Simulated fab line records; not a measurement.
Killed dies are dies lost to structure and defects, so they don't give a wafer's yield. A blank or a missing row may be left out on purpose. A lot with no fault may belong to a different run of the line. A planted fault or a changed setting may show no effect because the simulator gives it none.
fab line records + flow n5Finfet
record:
- lots: 4
- wafers: 12
- lastDay: 16
route steps=1938 shown DUMMY_GATE@251 SPACER0@258 SD_EPI_N@262 BEOL_M4@1111
lots that met no fault: from a run of the same line without faults
startH: the number of hours between the record's first day and the start of the first shown wafer of the lot + waitH: hours from the lot's prior step to this one + " identical to the entry in the row above + L1.1+2: a row that stands for several wafers + - value missing, or start not given + * or withheld: withheld + < > ~ a bound
route shown NAME@n: a module of which the file shows steps, and the number in the route of the first + usual: the fault-free wafers' mean and standard deviation + same: alike in all rows + chamber/n: place in a boat + sites: the reading at each site + _std_site: standard deviation across them + _edge_site: outer sites' mean less inner sites' + radiusMm: how far each site lies from the wafer's centre + mask NAME#n: copy n + behind: the tool/chamber that last shaped the wafer + hold: reason for holding the lot/hours on hold/outcome of the hold + device: the n, p or np transistor that did not switch + end of line: at the end of the route, the tests of the same wafers + for a step that has no rows: nothing shown but its recipe + killed: the dies lost at the first sort to structure and to defects; this is not the yield of the wafer + map: per-die view of a wafer (x killed, . not killed, _ where there is no die)
set.NAME: the setting the step ran with; set.NAME@STEP: the setting that earlier step ran with + model.NAME: the simulator's own value behind a step, which no gauge read
lots seen at some steps along the route; tables by step, rows by wafer
services: the hour from which a tool's chamber was out of use, counted from the record's first day as startH (under 0 if before that day), plus the number of hours and why
== steps ==
step: N5_DUMMY_GATE_STRIP_48
recipe:
- chemistry: N2/H2
- timeS: 20
- powerW: 100
- tempC: 40
- pressureMtorr: 100
- rfFrequencyHz: 6e+07
- biasPowerW: 3
- n2FlowSccm: 300
- h2FlowSccm: 300
step: N5_DUMMY_GATE_PRECLEAN_33
recipe:
- chemistry: dHF
- timeS: 10
- dilution: 750:1
- tempC: 25
step: N5_DUMMY_GATE_PRECLEAN_25
recipe:
- chemistry: O3/DIW
- timeS: 45
- tempC: 22
- o3Ppm: 10
step: N5_DUMMY_GATE_PRECLEAN_51
recipe:
- chemistry: SC2
- timeS: 45
- tempC: 35
- mix: 1:1:50
step: N5_DUMMY_GATE_SRD_26
recipe:
- dry: ipaMarangoni
- timeS: 30
- tempC: 23
- rinseLiquid: diw
step: N5_DUMMY_GATE_UV_OZONE_45
recipe:
- timeS: 120
- pressureTorr: 760
- tempC: 25
step: N5_SPACER0_ALD_07
recipe:
- material: SiNx
- targetThkA: 20
- tempC: 400
- aldPrecursorFamily: SiH2I2
- aldCoReactant: N2/H2-plasma
- pressureTorr: 2
step: N5_SPACER0_ALD_00
recipe:
- material: SiOCN
- targetThkA: 35
- tempC: 400
- aldPrecursorFamily: alkyl-aminosilane
- aldCoReactant: O2/N2-plasma
- pulseTimeS: 3
- purgeTimeS: 2
- coReactantPurgeTimeS: 2
- aldCycles: 58
- pressureTorr: 2
step: N5_SPACER0_ALD_08
recipe:
- material: SiNx
- targetThkA: 20
- tempC: 400
- aldPrecursorFamily: SiH2I2
- aldCoReactant: N2/H2-plasma
- pressureTorr: 2
step: N5_SD_EPI_N_COAT_32
recipe:
- resist: SOC
- tempC: 250
- timeS: 60
- spinRpm: 1500
- resistThkNm: 350
step: N5_SD_EPI_N_COAT_33
recipe:
- resist: SiARC
- tempC: 220
- timeS: 60
- spinRpm: 1500
- resistThkNm: 35
usual:
- spinSpeedRpm: 1500.1/0.94
| lot.wafer | tool          | chamber | startH | waitH | spinSpeedRpm | model.SiARC_of_SD_EPI_N_COAT_33.thkNm |
|-----------|---------------|---------|--------|-------|--------------|---------------------------------------|
| L509.1    | lithoTrack-04 | 0       | 95.68  | -     | 1692.3       | 33                                    |
| L509.5    | "             | 0       | "      | "     | 1693.5       | 33                                    |
| L509.6    | "             | 0       | "      | "     | 1691.1       | 33                                    |
| L511.1    | lithoTrack-04 | 0       | 103.41 | -     | 1692.4       | 33                                    |
| L511.4    | "             | 0       | "      | "     | 1693.0       | 33                                    |
| L511.5    | "             | 0       | "      | "     | 1692.1       | 33                                    |
| L520.1    | lithoTrack-03 | 0       | 157.19 | -     | 1500.2       | 35                                    |
| L520.2    | "             | 0       | "      | "     | 1499.5       | 35                                    |
| L520.4    | "             | 0       | "      | "     | 1499.3       | 35.2                                  |
| L523.1    | lithoTrack-04 | 0       | 174.76 | -     | 1500.5       | 35                                    |
| L523.3    | "             | 0       | "      | "     | 1499.0       | 35                                    |
| L523.5    | "             | 0       | "      | "     | 1500.0       | 35                                    |
step: N5_SD_EPI_N_COAT_03
recipe:
- resist: CAR-ArF-block
- spinRpm: 1500
- resistThkNm: 150
step: N5_SD_EPI_N_EBR_05
recipe:
- solvent: PGMEA
- ebrWidthMm: 1.5
step: N5_SD_EPI_N_SOFTBAKE_04
recipe:
- tempC: 110
- timeS: 60
- resist: CAR-ArF-block
step: N5_SD_EPI_N_EXPOSE_06
recipe:
- maskId: SD_N_BLK
- na: 1.35
- sourceShape: conventional
- sigmaOuter: 0.8
- polarization: unpolarized
- targetCdNm: 120
- doseMj: 39.75
step: N5_SD_EPI_N_PEB_07
recipe:
- pebTempC: 110
- pebTimeS: 60
- resist: CAR-ArF-block
step: N5_SD_EPI_N_DEVELOP_08
recipe:
- developTimeS: 30
- developer: TMAH
- resist: CAR-ArF-block
- devTempC: 23
- rinseLiquid: diw
- dry: airSpin
step: N5_SD_EPI_N_DESCUM_14
recipe:
- chemistry: O2
- timeS: 7.9
- sourcePowerW: 50
- biasPowerW: 20
- pressureMtorr: 20
- rfFrequencyHz: 2.712e+07
- tempC: 40
- resist: CAR-ArF-block
- o2FlowSccm: 225
step: N5_SD_EPI_N_ETCH_34
recipe:
- chemistry: CF4
- target: SiARC
- targetDepthA: 455
- maskMaterial: CAR-ArF-block
- timeS: 75.8
- ionEnergyEv: 80
- pressureMtorr: 40
- sourceW: 545
- biasW: 36
- Ar_flow_sccm: 100
- cf4FlowSccm: 100
- ends: cleared
usual:
- drypumpMotorCurrentA: 6.0/0.49
- etchRfOnTimeS: 76.4/0.99
- oesProductAu: 0.66/0.057
- rfVppV: 184.2/1.2
- showerheadPlenumPTorr: 2.15/0.07
- throttleValvePct: 15.59/0.14
| lot.wafer | tool       | chamber | startH | waitH | drypumpMotorCurrentA | etchRfOnTimeS | oesProductAu | rfHoursCounterH | rfVppV | showerheadPlenumPTorr | throttleValvePct | model.etch.depthNm | model.CAR-ArF-block_of_SD_EPI_N_COAT_03.thkNm |
|-----------|------------|---------|--------|-------|----------------------|---------------|--------------|-----------------|--------|-----------------------|------------------|--------------------|-----------------------------------------------|
| L509.1    | rieDiel-05 | 0       | 96.34  | 0.0   | 5.6                  | 73.4          | 0.73         | 53              | 182.2  | 2.09                  | 15.40            | 33.02              | 112.8                                         |
| L509.5    | "          | 1       | "      | "     | 6.3                  | 72.3          | 0.60         | -               | 185.4  | 2.21                  | 15.71            | 32.93              | 112.8                                         |
| L509.6    | "          | 0       | "      | "     | 5.6                  | 72.8          | 0.74         | -               | 183.9  | 2.09                  | 15.41            | 32.93              | 112.6                                         |
| L511.1    | rieDiel-04 | 3       | 104.06 | 0.0   | 5.7                  | 72.2          | 0.63         | 164             | 185.6  | 2.22                  | 15.38            | 32.95              | 113.8                                         |
| L511.4    | "          | 1       | "      | "     | 5.7                  | 70.5          | 0.69         | 99              | 183.7  | 2.15                  | 15.78            | 32.98              | 113.8                                         |
| L511.5    | "          | 1       | "      | "     | 5.7                  | 70.4          | 0.69         | -               | 184.3  | 2.15                  | 15.78            | 32.92              | 113.4                                         |
| L520.1    | rieDiel-05 | 1       | 157.65 | 0.0   | 6.3                  | 77.9          | 0.58         | 247             | 183.5  | 2.20                  | 15.74            | 35.06              | 110.8                                         |
| L520.2    | "          | 3       | "      | "     | 5.6                  | 76.3          | 0.67         | 118             | 185.0  | 2.24                  | 15.70            | 35.06              | 111                                           |
| L520.4    | "          | 0       | "      | "     | 5.6                  | 78.3          | 0.71         | 79              | 182.8  | 2.08                  | 15.45            | 35.14              | 111.2                                         |
| L523.1    | rieDiel-04 | 0       | 175.79 | 0.0   | 6.6                  | 77.0          | 0.60         | 227             | 183.7  | 2.03                  | 15.50            | 34.95              | 111.2                                         |
| L523.3    | "          | 1       | "      | "     | 5.7                  | 74.9          | 0.67         | 127             | 184.1  | 2.15                  | 15.82            | 34.98              | 110.2                                         |
| L523.5    | "          | 0       | "      | "     | 6.6                  | 76.5          | 0.60         | -               | 181.8  | 2.03                  | 15.48            | 35                 | 110.8                                         |
step: N5_SD_EPI_N_ETCH_35
recipe:
- chemistry: N2/H2
- target: SOC
- overetchA: 1080
- maskMaterial: SiARC
- tempC: 40
- ionEnergyEv: 100
- sourceW: 3000
- biasW: 133
- pressureMtorr: 20
- timeS: 486
- n2FlowSccm: 200
- h2FlowSccm: 200
step: N5_SD_EPI_N_STRIP_36
recipe:
- chemistry: N2/H2
- tempC: 40
- n2FlowSccm: 200
- h2FlowSccm: 200
- rfFrequencyHz: 6e+07
step: N5_SD_EPI_N_ETCHBACK_44
recipe:
- chemistry: CH3F/O2
- mode: anisotropicEtchback
- target: SiNx
- targetDepthA: 145
- stopOn: SiO2
- overEtchFrac: 0.3
- ionEnergyEv: 120
- pressureMtorr: 30
- sourceW: 395
- biasW: 73
- Ar_flow_sccm: 150
- CH3F_flow_sccm: 30
- O2_flow_sccm: 20
step: N5_SD_EPI_N_ETCH_45
recipe:
- chemistry: CH3F/O2
- target: SiOCN
- targetDepthA: 60
- maskMaterial: SOC
- ionEnergyEv: 60
- biasW: 29
- pressureMtorr: 15
- sourceW: 410
- Ar_flow_sccm: 150
- CH3F_flow_sccm: 30
- O2_flow_sccm: 20
step: N5_SD_EPI_N_ETCH_16
recipe:
- chemistry: CHF3/O2
- target: SiO2
- targetDepthA: 50
- maskMaterial: SOC
- pressureMtorr: 30
- sourceW: 650
- biasW: 170
- Ar_flow_sccm: 200
- CHF3_flow_sccm: 50
- O2_flow_sccm: 5
- ionEnergyEv: 200
usual:
- drypumpMotorCurrentA: 6.0/0.49
- oesProductAu: 0.77/0.067
- rfVppV: 525/4.5
- showerheadPlenumPTorr: 2.42/0.082
- throttleValvePct: 18.87/0.17
| lot.wafer | tool       | chamber | startH | waitH | drypumpMotorCurrentA | oesProductAu | rfHoursCounterH | rfVppV | showerheadPlenumPTorr | throttleValvePct | model.SiARC_of_SD_EPI_N_COAT_33.thkNm |
|-----------|------------|---------|--------|-------|----------------------|--------------|-----------------|--------|-----------------------|------------------|---------------------------------------|
| L509.1    | rieDiel-05 | 0       | 96.92  | 0.1   | 5.6                  | 0.86         | 54              | 526    | 2.35                  | 18.65            | 11                                    |
| L509.5    | "          | 1       | "      | "     | 6.3                  | 0.70         | -               | 535    | 2.49                  | 18.96            | 10.8                                  |
| L509.6    | "          | 0       | "      | "     | 5.6                  | 0.86         | -               | 529    | 2.35                  | 18.67            | 10.8                                  |
| L511.1    | rieDiel-04 | 3       | 104.64 | 0.1   | 5.7                  | 0.75         | 164             | 525    | 2.51                  | 18.69            | 10.6                                  |
| L511.4    | "          | 1       | "      | "     | 5.7                  | 0.80         | 99              | 525    | 2.42                  | 19.09            | 10.2                                  |
| L511.5    | "          | 1       | "      | "     | 5.7                  | 0.81         | -               | 525    | 2.42                  | 19.09            | 10.2                                  |
| L520.1    | rieDiel-05 | 1       | 158.24 | 0.1   | 6.3                  | 0.69         | 247             | 535    | 2.48                  | 19.00            | 12.8                                  |
| L520.2    | "          | 3       | "      | "     | 5.5                  | 0.79         | 118             | 524    | 2.53                  | 19.02            | 12.6                                  |
| L520.4    | "          | 0       | "      | "     | 5.6                  | 0.83         | 79              | 528    | 2.34                  | 18.71            | 13                                    |
| L523.1    | rieDiel-04 | 0       | 176.37 | 0.1   | 6.7                  | 0.70         | 227             | 523    | 2.28                  | 18.71            | 12.8                                  |
| L523.3    | "          | 1       | "      | "     | 5.7                  | 0.77         | 127             | 527    | 2.41                  | 19.13            | 12                                    |
| L523.5    | "          | 0       | "      | "     | 6.6                  | 0.70         | -               | 522    | 2.28                  | 18.70            | 12.8                                  |
step: N5_SD_EPI_N_STRIP_47
recipe:
- chemistry: CHF3/O2
- resist: SiARC
- rfFrequencyHz: 6e+07
step: N5_BEOL_M4_RC_MEAS_101
usual:
- DIBL_N: 36.3/1.2
- DIBL_P: 36.1/1.6
- IOFF_N: 0.161/0.023
- IOFF_P: 0.209/0.027
- ION_N: 676/8.9
- ION_P: 462/5.3
- SS_N: 71.5/0.51
- SS_P: 73.2/0.5
- VT_N: 249.1/2.5
- VT_P: -249.9/2.8
| lot.wafer | tool      | chamber | startH | waitH | DIBL_N[mV/V] | DIBL_P[mV/V] | IOFF_N[nA/um] | IOFF_P[nA/um] | ION_N[uA/um] | ION_P[uA/um] | SS_N[mV/dec] | SS_P[mV/dec] | VT_N[mV] | VT_P[mV] |
|-----------|-----------|---------|--------|-------|--------------|--------------|---------------|---------------|--------------|--------------|--------------|--------------|----------|----------|
| L509.1    | prober-01 | 0       | 211.73 | 0.0   | 34.9         | 35.9         | 0.141         | 0.178         | 677          | 457          | 71.6         | 73.8         | 249.3    | -254.8   |
| L509.5    | "         | 0       | "      | "     | 34.5         | 35.5         | 0.138         | 0.172         | 679          | 455          | 70.4         | 72.8         | 250.1    | -253.9   |
| L509.6    | "         | 0       | "      | "     | 35.1         | 36.0         | 0.145         | 0.176         | 686          | 466          | 71.4         | 72.9         | 249.1    | -252.3   |
| L511.1    | prober-01 | 0       | 212.66 | 0.2   | 36.5         | 38.4         | 0.194         | 0.227         | 691          | 464          | 72.0         | 72.8         | 245.6    | -249.9   |
| L511.4    | "         | 0       | "      | "     | 33.4         | 34.0         | 0.133         | 0.171         | 668          | 466          | 72.0         | 72.4         | 247.6    | -250.9   |
| L511.5    | "         | 0       | "      | "     | 34.6         | 35.8         | 0.153         | 0.190         | 679          | 459          | 72.1         | 72.7         | 248.4    | -249.3   |
| L520.1    | prober-02 | 0       | 274.69 | 0.0   | 36.8         | 35.9         | 0.171         | 0.228         | 679          | 469          | 71.4         | 74.8         | 248.3    | -247.6   |
| L520.2    | "         | 0       | "      | "     | 37.9         | 36.5         | 0.191         | 0.233         | 693          | 464          | 72.0         | 73.5         | 246.8    | -248.7   |
| L520.4    | "         | 0       | "      | "     | 38.8         | 37.4         | 0.210         | 0.256         | 691          | 472          | 72.1         | 74.3         | 245.5    | -249.8   |
| L523.1    | prober-02 | 0       | 284.60 | 0.0   | 36.9         | 38.7         | 0.155         | 0.237         | 667          | 460          | 71.6         | 73.7         | 252.0    | -247.5   |
| L523.3    | "         | 0       | "      | "     | 37.1         | 38.2         | 0.152         | 0.223         | 669          | 455          | 71.5         | 73.6         | 252.4    | -247.7   |
| L523.5    | "         | 0       | "      | "     | 38.2         | 40.2         | 0.180         | 0.271         | 676          | 465          | 71.6         | 74.1         | 248.3    | -245.8   |
== services ==
| tool       | chamber | startH | hours | kind                        |
|------------|---------|--------|-------|-----------------------------|
| rieDiel-04 | -       | 101.30 | 0.5   | repair                      |
| rieDiel-05 | 2       | 119.71 | 1.5   | repair                      |
| rieDiel-04 | 1       | 160.26 | 9.4   | repair                      |
| rieDiel-05 | 1       | 168.24 | -     | clean                       |
| rieDiel-05 | 1       | 168.24 | -     | consumableReplace:esc       |
| rieDiel-05 | 1       | 168.24 | -     | consumableReplace:focusRing |
| rieDiel-05 | 1       | 168.24 | 23.1  | scheduledDown               |
| rieDiel-05 | 1       | 168.24 | 23.1  | ventCycle                   |
| rieDiel-04 | 2       | 175.20 | -     | clean                       |
| rieDiel-04 | 2       | 175.20 | -     | consumableReplace:focusRing |
| rieDiel-04 | 2       | 175.20 | 17.6  | scheduledDown               |
| rieDiel-04 | 2       | 175.20 | 17.6  | ventCycle                   |
== key ==
firstSign:
- step: N5_SD_EPI_N_COAT_33
- reading: spinSpeedRpm
- direction: up
- sigmas: 99+
- usual: *
- struck: *
effect:
- step: N5_SD_EPI_N_ETCH_34
- reading: etchRfOnTimeS
- direction: down
- sigmas: 4.5
- usual: *
- struck: *
modelEffect:
- step: N5_SD_EPI_N_COAT_33
- value: SiARC_of_SD_EPI_N_COAT_33.thkNm
- without: 35
- struck: 33
modelEffect:
- step: N5_SD_EPI_N_ETCH_34
- value: etch.depthNm
- without: 35
- struck: 32.96
modelEffect:
- step: N5_SD_EPI_N_ETCH_16
- value: SiARC_of_SD_EPI_N_COAT_33.thkNm
- without: 12.6
- struck: 10.6
metAt N5_SD_EPI_N_COAT_33
struckWafers L509.1,L509.5,L509.6,L511.1,L511.4,L511.5
fault:
- kind: processParameterDrift
- tool: lithoTrack-04
- chamber: -
- onsetH: 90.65
- steps: N5_SD_EPI_N_COAT_33
- channel: spinRpm
- offset: *
- shape: step
- endH: 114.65
- actsIn: *
- stated: *
